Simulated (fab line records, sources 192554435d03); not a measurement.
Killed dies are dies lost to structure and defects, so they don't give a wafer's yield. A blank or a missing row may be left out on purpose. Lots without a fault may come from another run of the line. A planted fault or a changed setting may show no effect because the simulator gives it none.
Chamber matching | flow n5_finfet | N5_PMOS_HMC_CHANNEL_EPI_CMP_21 on cmp-01: 4 sister chambers
The step polishes SiGe30, target thk 54 nm. 8 wafers are shown with their chamber, then 10 later ones without.

WAFERS WITH THEIR CHAMBER
wafer  | chamber | motor_current_A (A)
L080.4 | 3       | 12.4
L084.2 | 1       | 12.6
L084.3 | 3       | 11.3
L084.6 | 1       | 11.9
L084.4 | 0       | 10.9
L084.5 | 2       | 10.4
L092.2 | 2       | 10.7
L092.3 | 0       | 11.7

WAFERS WITHOUT THEIR CHAMBER
wafer  | motor_current_A (A)
L092.6 | 12.7
L094.2 | 11.3
L094.3 | 11.6
L094.4 | 10.6
L095.3 | 12.5
L095.5 | 12.0
L095.6 | 10.9
L097.2 | 11.8
L097.4 | 11.1
L097.5 | 11.0

WHICH CHAMBER EACH WENT THROUGH
wafer  | from the rows above               | in truth
L092.6 | can't be placed: 1 or 3 or 0      | 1
L094.2 | can't be placed: 0 or 3 or 2 or 1 | 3
L094.3 | can't be placed: 3 or 0 or 1 or 2 | 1
L094.4 | can't be placed: 2 or 0           | 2
L095.3 | can't be placed: 1 or 3 or 0      | 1
L095.5 | can't be placed: 3 or 1 or 0      | 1
L095.6 | can't be placed: 2 or 0 or 3 or 1 | 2
L097.2 | can't be placed: 3 or 1 or 0      | 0
L097.4 | can't be placed: 0 or 2 or 3 or 1 | 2
L097.5 | can't be placed: 0 or 2 or 3 or 1 | 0
Placed correctly: 0 of 10. Can't be placed from these rows: 10 (the true chamber is among the candidates in 10). Placed wrongly: 0.
How it was worked out, from the rows above alone: a wafer's distance from a chamber is the root of the sum, over the readings, of the square of ((its reading less the chamber's mean) divided by the reading's scatter). The wafer belongs to the nearest chamber; if the next one is less than 2 further off, it can't be placed. A chamber's mean is the mean of its shown wafers. The scatter: the root of (the sum of the squares of (reading less its chamber's mean) over the shown wafers, divided by (wafers less chambers)).
